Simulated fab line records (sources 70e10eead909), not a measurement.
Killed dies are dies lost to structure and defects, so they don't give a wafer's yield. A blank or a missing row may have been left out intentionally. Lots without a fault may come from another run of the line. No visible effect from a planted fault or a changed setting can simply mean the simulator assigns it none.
Chamber matching ; flow nand harc ; NHARC_A_WL_FILL_ETCHBACK_26 on rie si-04 has 4 sister chambers
The step etches the open film in HBr, target depth 52 nm, time 13.3 s. 8 wafers are shown with their chamber, then 8 later ones without.

== WAFERS, EACH WITH ITS CHAMBER ==
wafer;chamber;drypump motor current A (A);throttle valve pct (%)
L078.3;0;5.9;23.251
L079.3;3;5.5;23.260
L086.2;0;5.9;23.267
L086.6;2;5.4;23.267
L088.1;1;5.6;23.265
L088.4;2;5.5;23.286
L088.5;3;5.5;23.259
L090.1;1;5.6;23.272

== WAFERS MISSING THEIR CHAMBER ==
wafer;drypump motor current A (A);throttle valve pct (%)
L090.5;5.5;23.267
L090.6;5.6;23.251
L096.2;5.4;23.266
L096.4;5.7;23.262
L096.5;5.5;23.261
L097.2;5.5;23.260
L097.4;5.9;23.274
L097.5;5.7;23.262

== CHAMBER TAKEN BY EACH ==
wafer;from the rows above;in truth
L090.5;can't be placed: 3 or 2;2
L090.6;can't be placed: 1 or 3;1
L096.2;can't be placed: 2 or 3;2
L096.4;1;1
L096.5;3;3
L097.2;3;3
L097.4;0;0
L097.5;1;1
5 of 8 placed correctly. Can't be placed from these rows: 3 (the true chamber is among the candidates in 3). 0 placed wrongly.
How it was worked out, from the rows above alone: a wafer's distance from a chamber is the root of the sum, over the readings, of the square of ((its reading less the chamber's mean) divided by the reading's scatter). The wafer belongs to the nearest chamber; if the next one is less than 2 further off, it can't be placed. A chamber's mean is the mean of its shown wafers. The scatter: take each reading less its chamber's mean, square it, sum over the shown wafers, divide by the number of wafers less the number of chambers, and take the root.
